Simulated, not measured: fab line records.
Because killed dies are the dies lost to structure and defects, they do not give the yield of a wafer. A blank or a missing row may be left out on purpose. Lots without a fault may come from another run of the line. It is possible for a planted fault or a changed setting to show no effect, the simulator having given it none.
Split-lot trial :: flow n5 finfet :: route with 1938 steps; 7 lots, 21 wafers read

## SPLIT DETAILS
At N5_BEOL_M4_COAT_73 (time 60 s, resist thk 5 nm), the setting spin rpm was moved away from the recipe's 1500 rpm on 12 of the 21 wafers read, by -8.7% to +10.1%. For the rest of the wafers, this setting stayed at what the recipe calls for.

## FROM THE SPLIT TO THE READING: what the file shows between them, 3 steps
- N5_BEOL_M4_COAT_05: resist thk 30 nm
- N5_BEOL_M4_EBR_07
- N5_BEOL_M4_DESCUM_16: chemistry O2, time 7 s

## THE READING
etch.depth nm (the simulator's own value, which no gauge read), in nm, at N5_BEOL_M4_ETCH_74 (etches underlayer in N2/H2, target depth 6.5 nm, time 5.2 s). The file gives no usual value for it. Here, 9 wafers ran the recipe; their average is 5.004 nm with a standard deviation of 0.009 nm.

wafer: L075.1
tool, chamber at the split: litho track-01, 0
spin rpm as run, rpm: 1425
against the recipe: -5.0%
etch.depth nm, nm: 5.122
against lot-mates on the recipe: +0.119

wafer: L075.3
tool, chamber at the split: litho track-01, 0
spin rpm as run, rpm: 1500
against the recipe: recipe
etch.depth nm, nm: 5.003
against lot-mates on the recipe: -

wafer: L075.6
tool, chamber at the split: litho track-01, 0
spin rpm as run, rpm: 1425
against the recipe: -5.0%
etch.depth nm, nm: 5.12
against lot-mates on the recipe: +0.117

wafer: L081.2
tool, chamber at the split: litho track-05, 0
spin rpm as run, rpm: 1369
against the recipe: -8.7%
etch.depth nm, nm: 5.238
against lot-mates on the recipe: +0.236

wafer: L081.5
tool, chamber at the split: litho track-05, 0
spin rpm as run, rpm: 1500
against the recipe: recipe
etch.depth nm, nm: 5.002
against lot-mates on the recipe: -

wafer: L081.6
tool, chamber at the split: litho track-05, 0
spin rpm as run, rpm: 1369
against the recipe: -8.7%
etch.depth nm, nm: 5.232
against lot-mates on the recipe: +0.230

wafer: L083.1
tool, chamber at the split: litho track-05, 0
spin rpm as run, rpm: 1500
against the recipe: recipe
etch.depth nm, nm: 5.009
against lot-mates on the recipe: -

wafer: L083.3
tool, chamber at the split: litho track-05, 0
spin rpm as run, rpm: 1589
against the recipe: +5.9%
etch.depth nm, nm: 4.865
against lot-mates on the recipe: -0.143

wafer: L083.4
tool, chamber at the split: litho track-05, 0
spin rpm as run, rpm: 1500
against the recipe: recipe
etch.depth nm, nm: 5.008
against lot-mates on the recipe: -

wafer: L086.2
tool, chamber at the split: litho track-03, 0
spin rpm as run, rpm: 1570
against the recipe: +4.7%
etch.depth nm, nm: 4.889
against lot-mates on the recipe: no lot-mate on the recipe

wafer: L086.4
tool, chamber at the split: litho track-03, 0
spin rpm as run, rpm: 1570
against the recipe: +4.7%
etch.depth nm, nm: 4.876
against lot-mates on the recipe: no lot-mate on the recipe

wafer: L086.6
tool, chamber at the split: litho track-03, 0
spin rpm as run, rpm: 1570
against the recipe: +4.7%
etch.depth nm, nm: 4.888
against lot-mates on the recipe: no lot-mate on the recipe

wafer: L088.1
tool, chamber at the split: litho track-01, 0
spin rpm as run, rpm: 1651
against the recipe: +10.1%
etch.depth nm, nm: 4.765
against lot-mates on the recipe: -0.239

wafer: L088.3
tool, chamber at the split: litho track-01, 0
spin rpm as run, rpm: 1651
against the recipe: +10.1%
etch.depth nm, nm: 4.786
against lot-mates on the recipe: -0.218

wafer: L088.6
tool, chamber at the split: litho track-01, 0
spin rpm as run, rpm: 1500
against the recipe: recipe
etch.depth nm, nm: 5.004
against lot-mates on the recipe: -

wafer: L093.1
tool, chamber at the split: litho track-05, 0
spin rpm as run, rpm: 1583
against the recipe: +5.5%
etch.depth nm, nm: 4.859
against lot-mates on the recipe: -0.127

wafer: L093.2
tool, chamber at the split: litho track-05, 0
spin rpm as run, rpm: 1500
against the recipe: recipe
etch.depth nm, nm: 4.986
against lot-mates on the recipe: -

wafer: L093.4
tool, chamber at the split: litho track-05, 0
spin rpm as run, rpm: 1583
against the recipe: +5.5%
etch.depth nm, nm: 4.844
against lot-mates on the recipe: -0.142

wafer: L095.2
tool, chamber at the split: litho track-01, 0
spin rpm as run, rpm: 1500
against the recipe: recipe
etch.depth nm, nm: 5.016
against lot-mates on the recipe: -

wafer: L095.4
tool, chamber at the split: litho track-01, 0
spin rpm as run, rpm: 1500
against the recipe: recipe
etch.depth nm, nm: 4.994
against lot-mates on the recipe: -

wafer: L095.6
tool, chamber at the split: litho track-01, 0
spin rpm as run, rpm: 1500
against the recipe: recipe
etch.depth nm, nm: 5.015
against lot-mates on the recipe: -

THE FIT
A straight line over all 21 wafers: etch.depth nm changes by -0.0247 nm for each +1% of spin rpm; r = -1.00; the points scatter about the line by 0.013 nm.
The same after taking each lot's own level away (the mean of its wafers on the recipe; 18 wafers): -0.0244 nm for each +1%; r = -1.00; scatter 0.011 nm.
That fit puts the effect of the largest move of spin rpm on the reading at 0.25 nm.
Across the lots, their own levels run from 4.9860 to 5.0085 nm, a range of 2.5 times the standard deviation given above.
The two slopes are in agreement: the lot-to-lot level therefore moves the slope only a little.
Check: for one of the wafers moved furthest among these (+10.1%), held out of the fit, the line's prediction against its lot-mates is -0.242 nm. It came out at -0.239 nm against them.

## THE OTHER SPLITS THESE WAFERS WENT THROUGH
Note: prior to the reading, these wafers also went through further splits. Each is held against what the fit with the lots' levels taken away leaves over:
other split on the same wafers: N5_BEOL_M3_COAT_61 spin rpm
wafers away from the commonest value: 9
r with etch.depth nm (lot level and that fit taken away): +0.07

other split on the same wafers: N5_BEOL_M3_COAT_05 spin rpm
wafers away from the commonest value: 9
r with etch.depth nm (lot level and that fit taken away): -0.06

other split on the same wafers: N5_BEOL_M4_ILD_DEP_00 time s
wafers away from the commonest value: 8
r with etch.depth nm (lot level and that fit taken away): +0.08

## THE FILE'S OWN FIT
etch.depth nm changes by -0.0243 nm for each +1% of spin rpm, r = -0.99.
